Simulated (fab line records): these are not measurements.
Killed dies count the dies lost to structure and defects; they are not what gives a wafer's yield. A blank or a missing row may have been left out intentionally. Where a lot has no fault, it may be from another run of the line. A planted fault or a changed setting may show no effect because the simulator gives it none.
What tool caused it? ; flow nand-harc ; Sampling: 10 lots, 30 wafers, 6 of 1302 route steps

WHAT THE GAUGES READ, wafer by wafer
NHARC_A_M0_CD_MEAS_09: the cd target is 80 nm.
lot;measured;on;cd-nm (nm)
L645;day 23 03:03;cd-sem-02;80.1 80.6 80.4
L651;day 25 08:07;cd-sem-01;80.0 79.9 80.3
L653;day 26 12:11;cd-sem-03;74.1 74.7 74.1 74.1 74.6 74.1
L655;day 27 21:42;cd-sem-01;75.6 75.6 75.0 75.4 75.2 75.3
L657;day 28 08:17;cd-sem-01;76.3 75.6 76.2 76.3 75.2 76.3
L659;day 29 21:25;cd-sem-03;79.8 79.6 80.0
L660;day 29 23:26;cd-sem-03;78.1 78.8 79.4
L658;day 30 04:14;cd-sem-02;80.5 79.8 80.0
L664;day 31 06:35;cd-sem-03;78.8 79.8 80.3
L667;day 32 06:00;cd-sem-02;79.0 79.6 79.5

NHARC_END_SORT_01.
lot;measured;on;defect-limited-yield (%);killed-at-array;killed-at-other;killed-at-periphery;killed-dies;killed-open;killed-short;sort_bin_2_pct (%);sort_bin_3_pct (%);sort_bin_4_pct (%);sort-n-pass;sort-rim-yield-pct (%);sort-yield-pct (%)
L645;day 24 20:04;prober-02;95 96 96;28 25 25;0 0 1;3 2 1;31 27 27;2 4 2;3 2 3;1.3 1.2 1.0;0.1 0.3 0.3;3.1 2.5 2.7;646 650 650;98.1 95.3 95.3;95 96 96
L651;day 26 21:08;prober-02;87 88 87;82 83 81;1 0 0;2 1 6;85 84 87;6 3 6;6 6 8;4.6 3.8 4.7;0.1 1.3 1.0;7.8 7.2 7.1;592 593 590;98.1 96.2 94.3;87 88 87
L653;day 28 11:50;prober-02;88 87 88;71 85 75;5 3 0;7 1 4;83 89 79;4 4 4;2 2 1;4.6 4.0 3.8;1.3 1.6 1.0;6.4 7.5 6.8;594 588 598;94.3 97.2 97.2;88 87 88
L655;day 30 04:16;prober-01;97 97 97;14 19 20;1 0 1;4 4 0;19 23 21;4 2 3;0 1 0;0.7 1.2 0.7;0 0 0.4;2.1 2.2 1.9;658 654 656;98.1 97.2 99.1;97 97 97
L657;day 30 22:21;prober-01;91 92 92;55 53 54;1 0 0;8 3 3;64 56 57;4 2 3;4 1 2;3.8 3.7 3.0;0.3 0.6 0.9;5.3 4.0 4.6;613 621 620;96.2 97.2 96.2;91 92 92
L659;day 31 12:18;prober-02;93 94 93;47 38 46;2 1 0;0 0 0;49 39 46;1 2 2;1 3 4;2.5 3.2 2.2;0.7 0.1 0.4;4.0 2.4 4.1;628 638 631;96.2 97.2 96.2;93 94 93
L660;day 31 13:07;prober-01;92 89 89;51 71 71;0 1 0;6 4 2;57 76 73;4 1 3;2 2 3;4.0 4.6 4.6;0.9 1.5 0.4;3.5 5.2 5.8;620 601 604;97.2 96.2 99.1;92 89 89
L658;day 31 20:02;prober-01;95 96 95;30 19 32;0 1 0;2 4 5;32 24 37;2 3 2;0 0 3;1.9 1.3 1.3;0 0 0.3;2.8 2.2 3.8;645 653 640;100.0 98.1 99.1;95 96 95
L664;day 33 06:38;prober-01;95 94 93;31 37 41;1 0 0;3 4 7;35 41 48;3 2 4;3 2 1;1.6 2.4 1.8;0.4 0.4 0.3;3.1 3.2 5.0;642 636 629;96.2 98.1 96.2;95 94 93
L667;day 33 21:02;prober-02;87 88 91;82 76 61;0 0 0;3 3 0;85 79 61;4 3 3;0 3 1;5.5 3.8 2.7;0.9 0.4 0.7;6.2 7.4 5.6;592 598 616;97.2 98.1 96.2;87 88 91

WHAT TOOL EACH LOT RAN ON (gives the tool, then ch and the chambers of the sampled wafers, and finally the start)
lot;NHARC_A_BLC_ETCH_17;NHARC_A_BLC_CVD_24;NHARC_A_M0_EXPOSE_06;NHARC_A_M0_ETCH_34
L645;rie-diel-10 ch 0,2,3, day 23 02:55 or earlier;cvd-w-01 ch 1, day 23 02:55 or earlier;arfi-scanner-02 ch 0, day 23 02:55;rie-diel-09 ch 2,3, day 23 03:19
L651;rie-diel-13 ch 0,1, day 25 07:59 or earlier;cvd-w-02 ch 0, day 25 07:59 or earlier;arfi-scanner-02 ch 0, day 25 07:59;rie-diel-09 ch 0,1,2, day 25 08:25
L653;rie-diel-12 ch 1,3, day 26 12:03 or earlier;cvd-w-01 ch 0,1, day 26 12:03 or earlier;arfi-scanner-03 ch 0, day 26 12:03;rie-diel-05 ch 1,2,3, day 26 19:13
L655;rie-diel-10 ch 0,2, day 27 21:34 or earlier;cvd-w-01 ch 0,1, day 27 21:34 or earlier;arfi-scanner-03 ch 0, day 27 21:34;rie-diel-11 ch 0,3, day 28 02:43
L657;rie-diel-13 ch 1,3, day 28 08:08 or earlier;cvd-w-01 ch 0, day 28 08:08 or earlier;arfi-scanner-03 ch 0, day 28 08:08;rie-diel-11 ch 0,3, day 28 11:28
L659;rie-diel-10 ch 1,3, day 29 17:14;cvd-w-02 ch 0,1, day 29 21:17 or earlier;arfi-scanner-02 ch 0, day 29 21:17;rie-diel-09 ch 0,1,2, day 29 21:41
L660;rie-diel-10 ch 0,3, day 29 23:17 or earlier;cvd-w-02 ch 0,1, day 29 23:17 or earlier;arfi-scanner-02 ch 0, day 29 23:17;rie-diel-05 ch 0,1,2, day 29 23:42
L658;rie-diel-12 ch 0,1, day 30 04:05 or earlier;cvd-w-01 ch 0,1, day 30 04:05 or earlier;arfi-scanner-01 ch 0, day 30 04:05;rie-diel-11 ch 1,3, day 30 04:31
L664;rie-diel-10 ch 2,3, day 31 06:27 or earlier;cvd-w-02 ch 0,1, day 31 06:27 or earlier;arfi-scanner-02 ch 0, day 31 06:27;rie-diel-09 ch 0,2, day 31 06:52
L667;rie-diel-13 ch 1,2,3, day 32 05:52 or earlier;cvd-w-01 ch 0,1, day 32 05:52 or earlier;arfi-scanner-01 ch 0, day 32 05:52;rie-diel-05 ch 0,2,3, day 32 06:16
- NHARC_A_BLC_ETCH_17: etches the open film in N2/H2, target depth 390 nm, time 609.38 s.
- NHARC_A_BLC_CVD_24: deposits W, target thk 150 nm, time 434 s.
- NHARC_A_M0_EXPOSE_06: exposes mask A M0, target cd 80 nm.
- NHARC_A_M0_ETCH_34: etches the open film in N2/H2, target depth 40 nm, overetch 12 nm, time 43.94 s.

WHAT THE TOOLS THEMSELVES READ (means of the sampled wafers that have a number; where no wafer has one, the mark that the record gives instead)
NHARC_A_BLC_ETCH_17.
lot;tool;drypump-motor-current-A (A);oes-product-au (a.u.);rf-fwd-power-W (W);rf-vpp-V (V);showerhead-plenum-p-Torr (Torr);throttle-valve-pct (%)
L645;rie-diel-10;6.0;0.997;399.6;429.7;2.01;14.173
L651;rie-diel-13;5.6;0.996;400.8;432.6;2.10;14.181
L653;rie-diel-12;5.7;0.999;399.6;431.7;2.09;14.175
L655;rie-diel-10;6.0;1.008;399.5;428.2;1.97;14.176
L657;rie-diel-13;5.5;0.995;398.6;433.2;2.14;14.173
L659;rie-diel-10;5.7;0.987;399.9;431.2;2.08;14.175
L660;rie-diel-10;6.1;1.002;399.4;431.4;2.05;14.167
L658;rie-diel-12;5.9;0.998;400.0;433.9;2.15;14.169
L664;rie-diel-10;6.2;1.004;400.4;430.6;2.05;14.172
L667;rie-diel-13;5.6;0.995;400.3;430.6;2.07;14.170

NHARC_A_BLC_CVD_24.
lot;tool;heater-power-w (W);throttle-valve-pct (%)
L645;cvd-w-01;526;7.81
L651;cvd-w-02;482;8.10
L653;cvd-w-01;428;7.69
L655;cvd-w-01;475;7.37
L657;cvd-w-01;385;7.60
L659;cvd-w-02;478;8.17
L660;cvd-w-02;477;8.26
L658;cvd-w-01;480;7.72
L664;cvd-w-02;476;8.14
L667;cvd-w-01;488;7.57

NHARC_A_M0_EXPOSE_06.
lot;tool;exposure-dose-mJ-cm2;stage-vel-mm-s (mm/s)
L645;arfi-scanner-02;83.27;500.08
L651;arfi-scanner-02;83.30;499.71
L653;arfi-scanner-03;76.73;499.59
L655;arfi-scanner-03;78.03;500.30
L657;arfi-scanner-03;79.04;500.03
L659;arfi-scanner-02;83.27;499.92
L660;arfi-scanner-02;83.27;499.95
L658;arfi-scanner-01;83.28;499.95
L664;arfi-scanner-02;83.23;499.80
L667;arfi-scanner-01;83.30;499.55

NHARC_A_M0_ETCH_34.
lot;tool;drypump-motor-current-A (A);oes-product-au (a.u.);rf-fwd-power-W (W);rf-vpp-V (V);showerhead-plenum-p-Torr (Torr);throttle-valve-pct (%)
L645;rie-diel-09;5.9;1.013;394.2;430.4;2.04;14.171
L651;rie-diel-09;5.8;1.001;393.1;431.4;2.08;14.166
L653;rie-diel-05;5.8;1.009;396.0;429.1;1.97;14.183
L655;rie-diel-11;5.3;0.991;394.9;430.1;2.02;14.175
L657;rie-diel-11;5.2;0.997;394.5;429.8;2.02;14.177
L659;rie-diel-09;5.8;0.990;393.5;431.5;2.07;14.175
L660;rie-diel-05;5.6;0.997;395.3;428.7;1.98;14.166
L658;rie-diel-11;5.2;0.993;395.4;431.0;2.03;14.165
L664;rie-diel-09;6.0;1.002;395.2;432.0;2.10;14.171
L667;rie-diel-05;5.3;1.006;394.8;430.2;2.02;14.167

THE ANSWER, worked out from the rows above alone
Rule: usual is defined by the lots themselves. Put in order of their means at a reading, lots are off if they are a third of the lots or fewer, leave a main group of 4 or more, and stand apart from it by a gap of 3 or more times the standard deviation of the main group's means; of several such gaps the widest counts. A main group is skipped when, at the precision printed for the reading in the tables above, its means are all equal. Also off: a lot with no number at a reading for which 4 or more lots have one. The other lots that the step has rows for count as sound. After the gauges, taken in route order, come the tools' own readings; for these a lot's mean is taken, as printed above. At the first step where some lot is off, the reading lying furthest off is the one used; lots without a number count as furthest.
Off at NHARC_A_M0_CD_MEAS_09 (cd-nm): L653, L655, L657. Main group: mean 79.7 nm, sd 0.5.
A tool fits if, at a process step before that reading, it ran every lot that is off, and no sound lot after the first of them. Not tried: the gauges at NHARC_A_M0_CD_MEAS_09; whatever is off there is also off at NHARC_A_M0_EXPOSE_06, on other tools, and gauge error can't account for it. Because NHARC_A_BLC_ETCH_17 lacks a start for some lots, the hours and order of its lots are taken from NHARC_A_M0_EXPOSE_06. Because NHARC_A_BLC_CVD_24 lacks a start for some lots, the hours and order of its lots are taken from NHARC_A_M0_EXPOSE_06. One fits: NHARC_A_M0_EXPOSE_06 on arfi-scanner-03. It ran no sound lot before its first lot that is off in this sample, so the start can't be narrowed down.
The tool's own readings at NHARC_A_M0_EXPOSE_06 bear it out: on the lots that are off they differ by more than 5 times the standard deviation of the sound lots' means. exposure-dose-mJ-cm2 reads 77.93 there against 83.27 on the sound lots.

WHAT HAD BEEN PUT IN BY THE SIMULATOR
Process parameter drift: arfi-scanner-03, from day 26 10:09 on, at NHARC_A_M0_EXPOSE_06. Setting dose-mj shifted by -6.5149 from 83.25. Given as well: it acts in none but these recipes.
Shown lots that were struck: L653, L655, L657. The same result came from the rule above.
